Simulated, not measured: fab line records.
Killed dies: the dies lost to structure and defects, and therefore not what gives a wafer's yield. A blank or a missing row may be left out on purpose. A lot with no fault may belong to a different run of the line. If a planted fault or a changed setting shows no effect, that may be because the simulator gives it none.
A lot that was struck, set against a sound lot    flow n5_finfet    33 steps out of a route of 1938
Sound: these wafers, L956.1, L956.2, L956.6. Wafers struck: L965.2, L965.3, L965.4. Last of all comes the cause.
Per side, at each step with rows, come the tool, then ch with its chambers, and then its first start. Under that, the readings that differ: sound wafers    struck wafers    difference of the means    sigmas: that difference in standard deviations of wafers without a fault.
alike: same words and numbers on both sides, and readings whose means sit less than 2 such deviations apart. not compared: any withheld reading, any reading some wafer has no value for, any bound like >300 that may hide the same value, and any number with overlapping values for which the record gives no deviation.
The two part at a step that has a row with sigmas, a row that says differs or no value, or rows on one side only. Non-overlapping numbers with no deviation appear without sigmas and do not part them. A reading that every wafer of one side lacks parts them only if that side has two wafers or more.

first, 2 steps without rows for these wafers: N5_FIN_SAQP_ETCH_69 (etches SOC in N2/H2, stops on SiNx, target depth 150 nm); N5_FIN_SAQP_ETCH_67 (etches SiNx in CH3F/O2, target depth 30 nm).
N5_FIN_SAQP_STRIP_70: strips in N2/H2.
  sound on rie_diel-04 ch 1,2,3, day 4 13:18; struck on rie_diel-06 ch 0,2,3, day 6 19:12
  alike: drypump_motor_current_A, h2_flow_sccm, oes_product_au, rf_vpp_V, showerhead_plenum_p_Torr, throttle_valve_pct
  not compared: rf_hours_counter_h
N5_FIN_SAQP_RECESS_71: chemistry HF/NH3, target SiO2, target depth 3 nm, afs cycles 1, sublimation time 60 s.
  sound on vapor_etch-02 ch 0,1, day 4 13:22; struck on vapor_etch-01 ch 0,1, day 6 19:16
  alike: drypump_motor_current_A
N5_FIN_SAQP_SPACER2_ALD_28: deposits SiO2, target thk 8.1 nm, pulse time 1 s, purge time 2 s.
  sound on ald_sin-01 ch 1,2, day 4 13:31; struck on ald_sin-01 ch 0,1, day 6 19:24
  alike: chamber_pressure_Torr, heater_power_w, precursor_pulse_height_rel
then, 2 steps without rows for these wafers: N5_FIN_SAQP_SPACER2_ETCHBACK_29 (etches SiO2 in CHF3/O2, target depth 12.2 nm, time 6.1 s); N5_FIN_SAQP_MANDREL2_REMOVE_60 (chemistry HBr/Cl2/O2, target a-Si, stops on SiNx, bt time 10 s).
N5_FIN_SAQP_CD_MEAS_31: target cd 8 nm.
  sound on cd_sem-02 ch 0, day 4 14:04; struck on cd_sem-03 ch 0, day 6 20:01
  alike: cd_nm
N5_FIN_SAQP_HM_OPEN_33: chemistry CH3F/O2, target SiNx, target depth 49.4 nm, time 70.6 s.
  sound on rie_diel-04 ch 0,2, day 4 14:07; struck on rie_diel-06 ch 0,2, day 6 20:08
  alike: drypump_motor_current_A, etch_rf_on_time_s, oes_product_au, rf_vpp_V, showerhead_plenum_p_Torr, throttle_valve_pct
  not compared: rf_hours_counter_h
then, 2 steps without rows for these wafers: N5_FIN_SAQP_ETCH_34 (etches SiO2 in C4F6/O2, target depth 45 nm, time 15 s); N5_FIN_SAQP_STRIP_77 (strips in N2/H2, time 90 s).
N5_FIN_SAQP_HM_CD_35: target cd 8 nm.
  sound on cd_sem-03, day 4 14:19; struck on cd_sem-01, day 6 20:22
  alike: cd_nm
N5_FIN_SAQP_ETCH_64: etches SiO2 in CF4, target depth 1.5 nm.
  sound on rie_si-03 ch 1,2,3, day 4 14:22; struck on rie_si-03 ch 1,2,3, day 6 20:25
  alike: drypump_motor_current_A, oes_product_au, throttle_valve_pct
  not compared: rf_hours_counter_h
N5_FIN_SAQP_FIN_ETCH_36: etches the open film in HBr/Cl2/O2, target depth 120 nm, time 50.4 s.
  sound on rie_si-03 ch 1,2,3, day 4 14:23; struck on rie_si-03 ch 1,2,3, day 6 20:26
  alike: drypump_motor_current_A, oes_product_au, throttle_valve_pct
  not compared: rf_hours_counter_h
N5_FIN_SAQP_CD_MEAS_37: target cd 8 nm.
  sound on cd_sem-02, day 4 14:31; struck on cd_sem-02, day 6 20:34
  alike: cd_nm
then, 3 steps without rows for these wafers: N5_FIN_SAQP_PRECLEAN_38 (cleans in O3/DIW, time 45 s); N5_FIN_SAQP_PRECLEAN_45 (cleans in dHF, time 10 s); N5_FIN_SAQP_SRD_39 (time 30 s).
N5_FIN_SAQP_OCD_MEAS_76:
  sound on ocd-01, day 4 14:37; struck on ocd-02, day 6 20:40
  alike: trench_depth_nm
N5_FIN_SAQP_INSPECT_40: inspects for defects (brightfield).
  sound on defect_inspect-02, day 4 14:38; struck on defect_inspect-01, day 6 20:41
reading           sound        struck       difference  sigmas
raw_defect_count  172 200 240  465 503 519  +292        +5
then, 9 steps without rows for these wafers: N5_FIN_CUT_COAT_18 (time 60 s, resist thk 230 nm); N5_FIN_CUT_COAT_19 (time 60 s, resist thk 20 nm); N5_FIN_CUT_COAT_29 (time 60 s, resist thk 10 nm); N5_FIN_CUT_COAT_02 (resist thk 30 nm); N5_FIN_CUT_EBR_04; N5_FIN_CUT_SOFTBAKE_03 (time 60 s); N5_FIN_CUT_EXPOSE_05 (exposes mask FIN CUT); N5_FIN_CUT_PEB_06 (peb time 60 s); N5_FIN_CUT_DEVELOP_07 (develop time 30 s).
N5_FIN_CUT_CD_MEAS_08: target cd 29.1 nm.
  sound on cd_sem-02 ch 0, day 4 15:04; struck on cd_sem-03 ch 0, day 6 21:09
  alike: cd_nm
N5_FIN_CUT_OVL_MEAS_09:
  sound on overlay-02 ch 0, day 4 15:06; struck on overlay-02 ch 0, day 6 21:11
  alike: FIN_CUT_OVL
N5_FIN_CUT_INSPECT_10: inspects for defects (brightfield).
  sound on defect_inspect-02, day 4 15:10; struck on defect_inspect-02, day 6 21:14
reading           sound     struck       difference  sigmas
raw_defect_count  36 25 30  327 345 337  +306        +28
then, 1 step without rows for these wafers: N5_FIN_CUT_DESCUM_13 (chemistry O2, time 7 s).

== WHERE THEY PART ==
Earliest at N5_FIN_SAQP_INSPECT_40; latest, in this record, at N5_FIN_CUT_INSPECT_10.

WHY: the cause the simulator had injected
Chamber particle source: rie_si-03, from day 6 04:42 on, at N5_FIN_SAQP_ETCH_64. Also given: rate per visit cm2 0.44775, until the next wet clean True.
